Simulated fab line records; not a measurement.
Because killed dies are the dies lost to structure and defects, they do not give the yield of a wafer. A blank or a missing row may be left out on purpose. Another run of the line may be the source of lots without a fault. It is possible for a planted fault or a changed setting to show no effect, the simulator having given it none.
fab line records ; flow n5-finfet
record lots=8; wafers=24; last-day=15
route steps=1938 shown FIN_CUT@173 STI_FIN_REVEAL@190 BEOL_M4@1111 PASSIVATION@1936
lots untouched by any fault: they come from a run of this same line in which no faults occurred
start-h: start of the lot's first displayed wafer, in hours after the record's first day ; wait-h: how many hours have passed since the lot's step before this one ; " unchanged from the row above ; L1.1+2: a row that stands for several wafers ; - no value, or no start given ; * or withheld: withheld ; < > ~ a bound
route shown NAME@n: NAME is a module with steps in the file, n the number in the route of the first one ; usual: average and standard deviation across the fault-free wafers ; same: alike in all rows ; chamber/n: place in a boat ; sites: readings site by site ; _std_site: how widely they spread, as a standard deviation ; _edge_site: mean of outer sites minus mean of inner sites ; radius-mm: for every site, how far away it sits from the centre of the wafer ; mask NAME#n: copy n ; behind: tool/chamber where the wafer was last shaped ; hold: reason for holding the lot/hours on hold/outcome of the hold ; device: whichever transistor did not switch (one of n, p or np) ; end of line: at the end of the route, the tests of the same wafers ; a step with no rows: only its recipe ; killed: the dies lost at the first sort to structure and to defects; this is not the yield of the wafer ; map: per-die view of a wafer (x killed, . not killed, _ where there is no die)
set.NAME: the setting the step ran with; set.NAME@STEP: the setting that earlier step ran with ; model.NAME: the simulator's own value behind a step, which no gauge read
one table for each step of the route and one row for each wafer, over a sample of lots
services: a tool's chamber out of use, with start hour (start-h, from the record's first day; less than 0 if before it), hours out, and reason
## steps
# step N5_FIN_CUT_CUT_ETCH_26
# recipe chemistry=CH3F/O2; target=SiNx; target-depth-a=390; mask-material=SOC; time-s=55.7; pressure-mtorr=30; source-w=395; bias-w=73; Ar_flow_sccm=150; CH3F_flow_sccm=30; O2_flow_sccm=20; ion-energy-ev=120
# usual drypump-motor-current-A=5.8/0.63; oes_o_777_au=0.77/0.07; oes-product-au=0.76/0.073; rf-vpp-V=296.4/2.9; showerhead-plenum-p-Torr=2.00/0.08; throttle-valve-pct=16.38/0.17
lot.wafer;tool;chamber;start-h;wait-h;drypump-motor-current-A;oes_o_777_au;oes-product-au;rf-hours-counter-h;rf-vpp-V;showerhead-plenum-p-Torr;throttle-valve-pct
L348.3;rie-diel-01;1;33.23;0.0;5.8;0.69;0.67;240;295.8;1.89;16.54
L348.4;rie-diel-01;0;33.23;0.0;6.0;0.73;0.73;201;298.2;2.06;16.49
L348.5;rie-diel-01;3;33.23;0.0;4.8;0.71;0.71;-;296.0;2.08;16.33
L352.1;rie-diel-01;0;59.02;0.0;6.0;0.72;0.71;209;298.9;2.06;16.52
L352.4;rie-diel-01;1;59.02;0.0;5.8;0.68;0.67;248;293.0;1.89;16.55
L352.6;rie-diel-01;1;59.02;0.0;5.8;0.68;0.66;-;292.6;1.89;16.55
L355.1;rie-diel-01;0;76.11;0.0;6.0;0.73;0.71;215;297.3;2.06;16.49
L355.4;rie-diel-01;2;76.11;0.0;6.4;0.79;0.77;-;296.4;2.08;16.61
L355.6;rie-diel-01;0;76.11;0.0;6.0;0.72;0.71;-;298.2;2.06;16.51
L356.1;rie-diel-01;2;80.94;0.0;6.4;0.78;0.77;148;296.8;2.08;16.60
L356.2;rie-diel-01;0;80.94;0.0;6.0;0.72;0.71;217;299.6;2.06;16.53
L356.4;rie-diel-01;2;80.94;0.0;6.4;0.77;0.78;-;296.1;2.08;16.62
L359.1;rie-diel-05;3;102.38;0.0;6.8;0.80;0.81;119;292.6;1.93;16.38
L359.2;rie-diel-05;0;102.38;0.0;4.7;0.94;0.94;12;293.6;1.97;16.11
L359.4;rie-diel-05;2;102.38;0.0;6.2;0.74;0.73;152;293.3;1.92;16.46
L361.2;rie-diel-03;0;113.17;0.0;5.4;0.72;0.72;208;300.2;2.06;16.28
L361.3;rie-diel-03;3;113.17;0.0;5.2;0.79;0.80;103;295.2;1.85;16.12
L361.5;rie-diel-03;3;113.17;0.0;5.2;0.78;0.79;-;295.2;1.85;16.13
L362.2;rie-diel-05;1;117.42;0.0;6.0;0.69;0.68;231;299.5;1.97;16.58
L362.3;rie-diel-05;2;117.42;0.0;6.2;0.74;0.73;154;293.5;1.92;16.47
L362.6;rie-diel-05;0;117.42;0.0;4.7;0.91;0.92;-;294.1;1.96;16.12
L363.1;rie-diel-03;0;124.46;0.0;5.4;0.72;0.72;214;300.3;2.06;16.29
L363.3;rie-diel-03;3;124.46;0.0;5.2;0.79;0.79;108;295.9;1.85;16.15
L363.6;rie-diel-03;3;124.46;0.0;5.3;0.79;0.79;-;296.6;1.85;16.14
# step N5_FIN_CUT_STRIP_22
# recipe chemistry=N2/H2; power-w=500; temp-c=40; pressure-mtorr=50; rf-frequency-hz=6e+07; overash-fraction=0.3; bias-power-w=8; h2-frac=0.5; n2-flow-sccm=300; h2-flow-sccm=300
# usual drypump-motor-current-A=5.7/0.63; h2-flow-sccm=300.0/0.96; oes-product-au=0.77/0.082; rf-vpp-V=54.2/2.3; showerhead-plenum-p-Torr=3.37/0.13; throttle-valve-pct=18.9/0.42
# same overash-fraction=0.3
lot.wafer;tool;chamber;start-h;wait-h;drypump-motor-current-A;h2-flow-sccm;oes-product-au;rf-hours-counter-h;rf-vpp-V;showerhead-plenum-p-Torr;throttle-valve-pct
L348.3;rie-diel-05;2;33.84;0.0;6.2;301.4;0.75;132;55.8;3.23;18.7
L348.4;rie-diel-05;2;33.84;0.0;6.2;301.7;0.75;-;54.9;3.23;18.7
L348.5;rie-diel-05;1;33.84;0.0;6.0;300.7;0.71;-;58.4;3.34;19.8
L352.1;rie-diel-05;1;59.33;0.0;6.0;299.7;0.69;217;52.1;3.34;19.9
L352.4;rie-diel-05;0;59.33;0.0;4.7;299.0;0.99;1;54.0;3.30;18.5
L352.6;rie-diel-05;0;59.33;0.0;4.7;299.2;1.00;-;53.8;3.30;18.4
L355.1;rie-diel-05;1;76.50;0.1;6.0;297.6;0.69;220;57.0;3.34;19.8
L355.4;rie-diel-05;0;76.50;0.1;4.7;300.6;0.95;5;55.6;3.30;18.5
L355.6;rie-diel-05;0;76.50;0.1;4.7;301.2;0.97;-;54.2;3.29;18.5
L356.1;rie-diel-05;3;81.39;0.2;6.8;299.9;0.80;113;53.7;3.26;18.7
L356.2;rie-diel-05;0;81.39;0.2;4.7;299.4;0.96;6;52.9;3.29;18.5
L356.4;rie-diel-05;1;81.39;0.2;6.0;301.8;0.69;221;58.8;3.33;19.9
L359.1;rie-diel-05;2;102.73;0.1;6.2;299.0;0.73;152;51.6;3.22;18.8
L359.2;rie-diel-05;0;102.73;0.1;4.7;301.6;0.92;12;53.2;3.29;18.5
L359.4;rie-diel-05;3;102.73;0.1;6.8;300.0;0.80;119;53.6;3.25;18.7
L361.2;rie-diel-05;1;113.49;0.0;6.0;300.3;0.69;230;51.2;3.33;19.9
L361.3;rie-diel-05;0;113.49;0.0;4.7;299.3;0.95;16;54.0;3.29;18.5
L361.5;rie-diel-05;1;113.49;0.0;6.0;301.7;0.68;-;48.9;3.33;19.9
L362.2;rie-diel-01;1;117.75;0.1;5.8;300.0;0.96;10;55.5;3.57;18.4
L362.3;rie-diel-01;2;117.75;0.1;6.4;299.3;0.75;162;54.2;3.49;19.6
L362.6;rie-diel-01;1;117.75;0.1;5.8;300.1;0.96;-;55.7;3.57;18.4
L363.1;rie-diel-05;0;124.77;0.0;4.7;301.1;0.90;20;57.5;3.29;18.5
L363.3;rie-diel-05;3;124.77;0.0;6.8;299.0;0.79;127;51.9;3.25;18.7
L363.6;rie-diel-05;2;124.77;0.0;6.2;299.8;0.73;-;52.7;3.22;18.8
# step N5_STI_FIN_REVEAL_ETCHBACK_08
# recipe chemistry=C4F6/O2; target=SiO2; target-depth-a=305; time-s=10.167; ion-energy-ev=250; pressure-mtorr=30; source-w=345; bias-w=185; Ar_flow_sccm=300; C4F6_flow_sccm=10; O2_flow_sccm=10
# usual C4F6_flow_sccm=10.001/0.027; O2_flow_sccm=9.999/0.028; drypump-motor-current-A=5.8/0.57; oes_o_777_au=0.77/0.076; oes-product-au=0.78/0.083; rf-vpp-V=669/5.8; showerhead-plenum-p-Torr=2.85/0.085; throttle-valve-pct=21.21/0.25
lot.wafer;tool;chamber;start-h;wait-h;C4F6_flow_sccm;O2_flow_sccm;drypump-motor-current-A;oes_o_777_au;oes-product-au;rf-hours-counter-h;rf-vpp-V;showerhead-plenum-p-Torr;throttle-valve-pct
L348.3;rie-diel-04;2;39.85;0.2;9.959;9.985;5.9;0.92;0.92;13;674;2.79;21.11
L348.4;rie-diel-04;3;39.85;0.2;10.007;9.980;6.0;0.96;0.97;1;678;3.03;20.94
L348.5;rie-diel-04;2;39.85;0.2;9.972;10.023;5.8;0.92;0.93;-;675;2.79;21.12
L352.1;rie-diel-02;1;65.20;0.2;9.999;9.990;5.5;0.74;0.73;171;671;2.95;21.31
L352.4;rie-diel-02;3;65.20;0.2;10.003;9.987;5.1;0.69;0.69;182;662;2.83;21.57
L352.6;rie-diel-02;3;65.20;0.2;9.988;9.942;5.1;0.68;0.70;-;661;2.83;21.59
L355.1;rie-diel-02;1;82.66;0.2;9.992;9.983;5.5;0.74;0.73;176;670;2.95;21.33
L355.4;rie-diel-02;0;82.66;0.2;9.966;10.059;5.3;0.68;0.67;249;662;2.79;20.96
L355.6;rie-diel-02;2;82.66;0.2;10.041;10.019;6.4;0.86;0.87;-;670;2.89;21.29
L356.1;rie-diel-02;3;87.62;0.4;10.043;9.979;5.1;0.68;0.69;190;660;2.83;21.58
L356.2;rie-diel-02;2;87.62;0.4;10.010;9.983;6.5;0.86;0.86;63;669;2.89;21.29
L356.4;rie-diel-02;3;87.62;0.4;10.004;9.947;5.1;0.68;0.69;-;661;2.83;21.58
L359.1;rie-diel-06;1;108.73;0.4;10.040;10.056;5.7;0.77;0.77;116;674;2.97;21.48
L359.2;rie-diel-06;0;108.73;0.4;9.976;9.967;6.8;0.78;0.80;89;667;2.75;20.74
L359.4;rie-diel-06;3;108.73;0.4;9.987;9.989;4.9;0.83;0.84;66;677;2.88;21.22
L361.2;rie-diel-06;1;119.45;0.3;-;-;-;-;-;-;-;-;-
L361.3;rie-diel-06;0;119.45;0.3;-;-;-;-;-;-;-;-;-
L361.5;rie-diel-06;0;119.45;0.3;-;-;-;-;-;-;-;-;-
L362.2;rie-diel-02;1;123.67;0.2;-;-;-;-;-;-;-;-;-
L362.3;rie-diel-02;3;123.67;0.2;-;-;-;-;-;-;-;-;-
L362.6;rie-diel-02;3;123.67;0.2;-;-;-;-;-;-;-;-;-
L363.1;rie-diel-04;0;130.61;0.2;-;-;-;-;-;-;-;-;-
L363.3;rie-diel-04;1;130.61;0.2;-;-;-;-;-;-;-;-;-
L363.6;rie-diel-04;0;130.61;0.2;-;-;-;-;-;-;-;-;-
# step N5_STI_FIN_REVEAL_OXIDATION_31
# recipe chemistry=O2_PLASMA_REMOTE; temp-c=150; time-s=20; pressure-mtorr=1000; source-power-w=2000; o2-flow-sccm=3000
# usual drypump-motor-current-A=5.4/0.62; heater-power-w=140/7.7
lot.wafer;tool;chamber;start-h;wait-h;drypump-motor-current-A;heater-power-w;rf-hours-counter-h
L348.3;plasma-asher-01;1;42.29;0.1;5.3;142;-
L348.4;plasma-asher-01;0;42.29;0.1;6.6;147;-
L348.5;plasma-asher-01;1;42.29;0.1;5.3;144;-
L352.1;plasma-asher-02;1;67.65;0.0;5.2;127;83
L352.4;plasma-asher-02;1;67.65;0.0;5.2;128;-
L352.6;plasma-asher-02;1;67.65;0.0;5.2;127;-
L355.1;plasma-asher-02;1;85.07;0.0;5.2;129;87
L355.4;plasma-asher-02;1;85.07;0.0;5.2;131;-
L355.6;plasma-asher-02;1;85.07;0.0;5.2;129;-
L356.1;plasma-asher-01;0;90.03;0.0;6.6;149;43
L356.2;plasma-asher-01;1;90.03;0.0;5.3;144;43
L356.4;plasma-asher-01;1;90.03;0.0;5.3;144;-
L359.1;plasma-asher-01;0;111.15;0.0;6.6;147;48
L359.2;plasma-asher-01;1;111.15;0.0;5.3;139;48
L359.4;plasma-asher-01;1;111.15;0.0;5.3;141;-
L361.2;plasma-asher-02;0;121.86;0.0;4.9;145;94
L361.3;plasma-asher-02;0;121.86;0.0;4.9;145;-
L361.5;plasma-asher-02;0;121.86;0.0;4.9;146;-
L362.2;plasma-asher-01;0;126.07;0.0;6.6;144;51
L362.3;plasma-asher-01;1;126.07;0.0;5.3;145;-
L362.6;plasma-asher-01;1;126.07;0.0;5.3;144;-
L363.1;plasma-asher-01;1;133.09;0.0;5.3;146;52
L363.3;plasma-asher-01;0;133.09;0.0;6.6;145;-
L363.6;plasma-asher-01;0;133.09;0.0;6.6;149;-
# step N5_STI_FIN_REVEAL_FIN_H_MEAS_10
# usual trench-depth-nm=52.1/0.75
lot.wafer;tool;chamber;start-h;wait-h;trench-depth-nm
L348.3;ocd-02;-;42.82;0.0;52.5
L348.4;ocd-02;-;42.82;0.0;52.4
L348.5;ocd-02;-;42.82;0.0;53.4
L352.1;ocd-01;-;68.20;0.0;51.2
L352.4;ocd-01;-;68.20;0.0;51.3
L352.6;ocd-01;-;68.20;0.0;50.8
L355.1;ocd-01;-;85.62;0.0;52.0
L355.4;ocd-01;-;85.62;0.0;51.1
L355.6;ocd-01;-;85.62;0.0;53.0
L356.1;ocd-02;-;90.58;0.0;50.7
L356.2;ocd-02;-;90.58;0.0;53.1
L356.4;ocd-02;-;90.58;0.0;51.1
L359.1;ocd-01;-;111.69;0.0;52.3
L359.2;ocd-01;-;111.69;0.0;52.2
L359.4;ocd-01;-;111.69;0.0;53.0
L361.2;ocd-01;-;122.40;0.0;21.6
L361.3;ocd-01;-;122.40;0.0;21.3
L361.5;ocd-01;-;122.40;0.0;21.7
L362.2;ocd-01;-;126.62;0.0;22.0
L362.3;ocd-01;-;126.62;0.0;22.3
L362.6;ocd-01;-;126.62;0.0;23.0
L363.1;ocd-01;-;133.63;0.0;22.3
L363.3;ocd-01;-;133.63;0.0;22.6
L363.6;ocd-01;-;133.63;0.0;22.3
# step N5_BEOL_M4_RC_MEAS_101
# usual DIBL_N=36.3/1; DIBL_P=36.2/1.4; IOFF_N=0.157/0.021; IOFF_P=0.206/0.025; ION_N=673/9; ION_P=461/6.4; SS_N=71.5/0.5; SS_P=73.2/0.47; VT_N=249.9/2.4; VT_P=-250.6/2.9
lot.wafer;tool;chamber;start-h;wait-h;DIBL_N[mV/V];DIBL_P[mV/V];IOFF_N[nA/um];IOFF_P[nA/um];ION_N[uA/um];ION_P[uA/um];SS_N[mV/dec];SS_P[mV/dec];VT_N[mV];VT_P[mV]
L348.3;prober-01;0;173.55;0.3;35.3;34.4;0.136;0.177;671;462;70.8;73.1;250.8;-251.1
L348.4;prober-01;0;173.55;0.3;37.3;37.2;0.170;0.217;682;467;71.2;74.0;248.2;-250.9
L348.5;prober-01;0;173.55;0.3;34.9;34.2;0.129;0.175;668;461;70.1;73.2;250.4;-252.8
L352.1;prober-02;0;199.64;0.0;36.7;37.4;0.170;0.224;669;464;72.4;73.5;247.3;-249.1
L352.4;prober-02;0;199.64;0.0;35.1;36.1;0.145;0.196;665;456;71.5;73.2;251.9;-252.0
L352.6;prober-02;0;199.64;0.0;35.3;36.2;0.144;0.196;661;458;70.9;73.4;251.8;-252.4
L355.1;prober-02;0;206.44;0.0;36.2;35.7;0.148;0.186;673;457;71.8;73.9;250.7;-252.1
L355.4;prober-02;0;206.44;0.0;36.6;35.6;0.154;0.178;675;456;71.9;72.4;248.6;-251.9
L355.6;prober-02;0;206.44;0.0;36.2;35.8;0.151;0.182;677;467;71.1;73.3;250.7;-252.5
L356.1;prober-02;0;211.26;0.0;35.4;35.4;0.140;0.180;663;451;70.8;73.5;252.7;-250.7
L356.2;prober-02;0;211.26;0.0;36.5;36.8;0.175;0.203;685;465;72.0;73.5;246.5;-250.9
L356.4;prober-02;0;211.26;0.0;36.2;35.5;0.159;0.186;661;450;71.9;73.4;250.9;-254.0
L359.1;prober-02;0;237.13;0.0;37.0;37.4;0.161;0.206;671;460;71.6;73.0;253.7;-251.2
L359.2;prober-02;0;237.13;0.0;37.3;37.7;0.164;0.208;668;455;72.2;73.4;250.5;-253.6
L359.4;prober-02;0;237.13;0.0;37.2;38.3;0.170;0.222;687;462;72.1;72.6;247.8;-251.6
# step N5_PASSIVATION_PROBE_49
# usual defect-limited-yield=91.1/1.3; killed_at_M0_to_M3=36/10; killed_at_M4_up=14/4.4; killed-at-contacts=14/5.7; killed-at-front-end=39/9.4; killed-at-other=2.9/2.6; killed-dies=105/15; killed-on-rim=14/3.5; killed-open=70/12; killed-short=34/7.1; sort_bin_5_function=5.3/0.77; sort_bin_6_memory=3.3/0.66; sort-n-pass=1075/15; sort-yield-pct=91.1/1.3
# same gross-dies=1180; killed-at-back-side=0; sort_bin_4_leakage[%]=0; sort_bin_8_speed[%]=0
lot.wafer;tool;chamber;start-h;wait-h;defect-limited-yield[%];killed_at_M0_to_M3;killed_at_M4_up;killed-at-contacts;killed-at-front-end;killed-at-other;killed-dies;killed-on-rim;killed-open;killed-short;sort_bin_5_function[%];sort_bin_6_memory[%];sort-n-pass;sort-yield-pct[%]
L352.1;prober-01;-;302.80;0.0;90.7;21;7;17;65;0;110;16;79;28;5.6;3.2;1070;90.7
L352.4;prober-01;-;302.95;0.2;90.8;18;23;13;54;1;109;17;70;35;5.6;3.4;1071;90.8
L352.6;prober-01;-;303.05;0.3;90.7;36;17;11;46;0;110;16;76;32;5.8;3.3;1070;90.7
L359.1;prober-01;-;336.23;0.0;91.5;35;14;24;27;0;100;14;84;16;5.6;2.7;1080;91.5
L359.2;prober-01;-;336.28;0.1;90.2;35;21;16;43;1;116;13;73;42;6.2;3.2;1064;90.2
L359.4;prober-01;-;336.38;0.2;92.1;33;8;15;36;1;93;12;62;31;4.5;3.1;1087;92.1
L363.1;prober-02;-;351.94;0.0;0;35;9;10;1126;0;1180;152;58;34;96.7;3.1;0;0
L363.3;prober-02;-;352.04;0.1;0;27;13;14;1124;2;1180;152;61;30;96.9;3.1;0;0
L363.6;prober-02;-;352.19;0.3;0;48;11;21;1098;2;1180;152;81;30;96.4;3.3;0;0
L361.2;prober-01;-;360.07;0.1;0;52;13;8;1106;1;1180;152;88;33;95.3;4.3;0;0
L361.3;prober-01;-;360.12;0.1;0;45;17;6;1111;1;1180;152;64;37;96.6;3.0;0;0
L361.5;prober-01;-;360.22;0.2;0;39;13;13;1114;1;1180;152;70;36;96.0;3.6;0;0
L362.2;prober-02;-;361.84;0.1;0;35;16;11;1117;1;1180;152;78;27;96.5;3.2;0;0
L362.3;prober-02;-;361.89;0.1;0;24;12;5;1139;0;1180;152;47;30;97.5;2.4;0;0
L362.6;prober-02;-;362.04;0.3;0;34;24;6;1111;5;1180;152;73;27;96.9;3.1;0;0
# killed by level:class
L352.1 STI_FIN_REVEAL:geometric-particle:open=30 MOL_CONTACT_COAG:geometric-particle:open=11 FIN_SAQP:geometric-particle:open=6 MOL_CONTACT_COAG:geometric-particle:short=6 DUMMY_GATE:geometric-particle:open=5 GATE_CUT:geometric-particle:open=5 BEOL_M1:geometric-particle:open=5 ILD0:geometric-particle:short=3
L352.4 STI_FIN_REVEAL:geometric-particle:open=16 BEOL_M4:geometric-particle:open=14 MOL_CONTACT_COAG:geometric-particle:open=9 GATE_CUT:geometric-particle:short=8 BEOL_M0_SAQP:geometric-particle:short=7 FIN_SAQP:geometric-particle:open=6 BEOL_M0_SAQP:geometric-particle:open=5 FIN_SAQP:geometric-particle:short=4
L352.6 BEOL_M0:geometric-particle:open=11 MOL_CONTACT_COAG:geometric-particle:open=10 BEOL_M4:geometric-particle:open=9 STI_FIN_REVEAL:geometric-particle:open=8 DUMMY_GATE:geometric-particle:open=7 FIN_SAQP:geometric-particle:open=6 FIN_SAQP:geometric-particle:short=6 BEOL_M0_SAQP:geometric-particle:short=5
L359.1 MOL_CONTACT_COAG:geometric-particle:open=19 BEOL_M2:geometric-particle:open=10 FIN_SAQP:geometric-particle:open=8 BEOL_M3:geometric-particle:open=8 BEOL_M1:geometric-particle:open=7 STI_FIN_REVEAL:geometric-particle:open=6 MOL_CONTACT_COAG:geometric-particle:short=5 GATE_CUT:geometric-particle:open=4
L359.2 FIN_SAQP:geometric-particle:short=14 MOL_CONTACT_COAG:geometric-particle:open=12 BEOL_M2:geometric-particle:open=11 FIN_SAQP:geometric-particle:open=9 BEOL_M4:geometric-particle:open=8 BEOL_M3:geometric-particle:open=7 BEOL_M0_SAQP:geometric-particle:short=6 BEOL_M0_SAQP:geometric-particle:open=5
L359.4 BEOL_M3:geometric-particle:open=11 FIN_SAQP:geometric-particle:open=8 MOL_CONTACT_COAG:geometric-particle:open=8 MOL_CONTACT_COAG:geometric-particle:short=7 BEOL_M0_SAQP:geometric-particle:open=6 GATE_CUT:geometric-particle:short=5 BEOL_M2:geometric-particle:open=5 FIN_SAQP:geometric-particle:short=4
L363.1 STI_FIN_REVEAL:area-etchback=1088 BEOL_M2:geometric-particle:open=9 FIN_SAQP:geometric-particle:short=8 FIN_SAQP:geometric-particle:open=5 STI_FIN_REVEAL:geometric-particle:open=5 DUMMY_GATE:geometric-particle:open=5 MOL_CONTACT_COAG:geometric-particle:short=5 MOL_CONTACT_COAG:geometric-particle:open=5
L363.3 STI_FIN_REVEAL:area-etchback=1089 MOL_CONTACT_COAG:geometric-particle:open=12 STI_FIN_REVEAL:geometric-particle:open=10 BEOL_M1:geometric-particle:open=10 FIN_SAQP:geometric-particle:short=5 GATE_CUT:geometric-particle:short=5 FIN_SAQP:geometric-particle:open=4 BEOL_M6:geometric-particle:open=4
L363.6 STI_FIN_REVEAL:area-etchback=1068 MOL_CONTACT_COAG:geometric-particle:open=20 BEOL_M1:geometric-particle:open=12 BEOL_M0_SAQP:geometric-particle:open=9 BEOL_M3:geometric-particle:open=9 FIN_SAQP:geometric-particle:open=7 BEOL_M0_SAQP:geometric-particle:short=7 FIN_SAQP:geometric-particle:short=6
L361.2 STI_FIN_REVEAL:area-etchback=1058 STI_FIN_REVEAL:geometric-particle:open=19 BEOL_M0_SAQP:geometric-particle:open=15 BEOL_M0_SAQP:geometric-particle:short=13 BEOL_M3:geometric-particle:open=11 FIN_SAQP:geometric-particle:open=7 MOL_CONTACT_COAG:geometric-particle:open=6 BEOL_M4:geometric-particle:open=6
L361.3 STI_FIN_REVEAL:area-etchback=1079 BEOL_M0_SAQP:geometric-particle:short=16 BEOL_M0_SAQP:geometric-particle:open=15 STI_FIN_REVEAL:geometric-particle:open=11 BEOL_M4:geometric-particle:open=6 FIN_CUT:geometric-particle:open=4 MOL_CONTACT_COAG:geometric-particle:open=4 BEOL_M2:geometric-particle:open=4
L361.5 STI_FIN_REVEAL:area-etchback=1074 BEOL_M0_SAQP:geometric-particle:open=11 FIN_SAQP:geometric-particle:open=9 DUMMY_GATE:geometric-particle:open=9 BEOL_M0_SAQP:geometric-particle:short=9 MOL_CONTACT_COAG:geometric-particle:open=8 BEOL_M4:geometric-particle:open=8 BEOL_M1:geometric-particle:open=6
L362.2 STI_FIN_REVEAL:area-etchback=1074 MOL_CONTACT_COAG:geometric-particle:open=11 BEOL_M0_SAQP:geometric-particle:open=11 STI_FIN_REVEAL:geometric-particle:open=8 FIN_SAQP:geometric-particle:open=7 FIN_SAQP:geometric-particle:short=6 BEOL_M3:geometric-particle:open=6 BEOL_M0_SAQP:geometric-particle:short=5
L362.3 STI_FIN_REVEAL:area-etchback=1102 FIN_SAQP:geometric-particle:short=12 FIN_SAQP:geometric-particle:open=8 BEOL_M0_SAQP:geometric-particle:open=7 BEOL_M0_SAQP:geometric-particle:short=7 STARTING-WAFER:geometric-particle:short=5 MOL_CONTACT_COAG:geometric-particle:open=4 BEOL_M0:geometric-particle:open=4
L362.6 STI_FIN_REVEAL:area-etchback=1079 BEOL_M4:geometric-particle:open=12 BEOL_M3:geometric-particle:open=12 BEOL_M0_SAQP:geometric-particle:open=9 STI_FIN_REVEAL:geometric-particle:open=6 FIN_SAQP:geometric-particle:short=5 FIN_SAQP:geometric-particle:open=4 FIN_CUT:geometric-particle:open=4
## services
tool;chamber;start-h;hours;kind
rie-diel-06;-;9.71;1.2;repair
rie-diel-02;1;15.34;7.3;repair
rie-diel-05;0;32.03;-;clean
rie-diel-05;0;32.03;-;consumable-replace:focus-ring
rie-diel-05;0;32.03;23.1;scheduled-down
rie-diel-05;0;32.03;23.1;vent-cycle
plasma-asher-02;-;55.61;2.2;repair
rie-diel-05;-;61.15;0.7;repair
rie-diel-01;1;67.90;-;clean
rie-diel-01;1;67.90;-;consumable-replace:focus-ring
rie-diel-01;1;67.90;-;consumable-replace:showerhead
rie-diel-01;1;67.90;21.2;scheduled-down
rie-diel-01;1;67.90;21.2;vent-cycle
rie-diel-05;-;76.88;0.9;repair
rie-diel-02;0;85.26;-;clean
rie-diel-02;0;85.26;-;consumable-replace:focus-ring
rie-diel-02;0;85.26;18.9;scheduled-down
rie-diel-03;1;95.95;26.3;repair
rie-diel-04;0;96.47;9.4;repair
rie-diel-04;1;108.49;18.2;repair
plasma-asher-02;-;108.90;1.4;repair
rie-diel-05;2;110.34;6.6;repair
rie-diel-05;-;125.78;2.8;pm
rie-diel-01;3;132.83;3.4;repair
## key
first-sign step=N5_STI_FIN_REVEAL_ETCHBACK_08; reading=tool-record; direction=missing
effect step=N5_STI_FIN_REVEAL_FIN_H_MEAS_10; reading=trench-depth-nm; direction=down; sigmas=40; usual=52.1; struck=22.1
effect step=N5_PASSIVATION_PROBE_49; reading=sort_bin_5_function; direction=up; sigmas=99+; usual=5.3; struck=96.5
more-kills-born-at N5_STI_FIN_REVEAL_ETCHBACK_08@rie-diel-02=3255; N5_STI_FIN_REVEAL_ETCHBACK_08@rie-diel-04=3245; N5_STI_FIN_REVEAL_ETCHBACK_08@rie-diel-06=3211
met-at N5_STI_FIN_REVEAL_ETCHBACK_08
struck-lots L361,L362,L363
later-rows-left-out L361.2,L361.3,L361.5,L362.2,L362.3,L362.6,L363.1,L363.3,L363.6
not-acting-at N5_FIN_CUT_CUT_ETCH_26,N5_FIN_CUT_STRIP_22,N5_STI_FIN_REVEAL_OXIDATION_31
onset-between 108.73 119.45
fault kind=skipped-step-whole; tool=rie-diel-02,rie-diel-04,rie-diel-06; chamber=-; onset-h=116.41; steps=N5_STI_FIN_REVEAL_ETCHBACK_08; scope=struck-lots-only
# later-rows-left-out: the simulator's readings of these wafers behind a module that went badly wrong aren't trusted and aren't shown, but for the sort
